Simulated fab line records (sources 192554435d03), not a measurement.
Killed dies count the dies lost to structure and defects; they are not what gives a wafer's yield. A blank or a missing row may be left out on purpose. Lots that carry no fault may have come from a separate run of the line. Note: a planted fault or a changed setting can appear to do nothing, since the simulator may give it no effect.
Chamber matching + flow n5Finfet + N5_BEOL_M10_DESCUM_16 on rieDiel-04 has 4 sister chambers
The step chemistry O2, time 7.9 s. 4 wafers are shown with their chamber, then 9 later ones without.

WAFERS WITH THEIR CHAMBER
| wafer  | chamber | drypumpMotorCurrentA (A) |
|--------|---------|--------------------------|
| L082.3 | 0       | 6.0                      |
| L082.5 | 1       | 5.3                      |
| L088.5 | 3       | 5.3                      |
| L088.6 | 2       | 6.2                      |

WAFERS WITH NO CHAMBER GIVEN
| wafer  | drypumpMotorCurrentA (A) |
|--------|--------------------------|
| L090.2 | 5.3                      |
| L090.4 | 6.0                      |
| L090.5 | 5.3                      |
| L097.1 | 6.3                      |
| L097.2 | 6.0                      |
| L097.6 | 6.2                      |
| L096.1 | 5.3                      |
| L096.3 | 6.2                      |
| L096.6 | 5.3                      |

WHICH CHAMBER EACH ONE RAN IN
| wafer  | from the rows above     | in truth |
|--------|-------------------------|----------|
| L090.2 | can't be placed: 1 or 3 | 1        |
| L090.4 | 0                       | 0        |
| L090.5 | can't be placed: 1 or 3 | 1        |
| L097.1 | 2                       | 2        |
| L097.2 | 0                       | 0        |
| L097.6 | 2                       | 2        |
| L096.1 | can't be placed: 1 or 3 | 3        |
| L096.3 | 2                       | 2        |
| L096.6 | can't be placed: 1 or 3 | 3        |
Correctly placed: 5 of 9. These rows do not allow placing 4 (true chamber among the candidates in 4). 0 placed wrongly.
How it was worked out, from the rows above alone: a wafer's distance from a chamber is the root of the sum, over the readings, of the square of ((its reading less the chamber's mean) divided by the reading's scatter). The wafer belongs to the nearest chamber; if the next one is less than 2 further off, it can't be placed. A chamber's mean is the mean of its shown wafers. The scatter (one wafer shown for each chamber): square how far every hidden wafer sits from the nearest shown wafer, average those squares and take the square root.
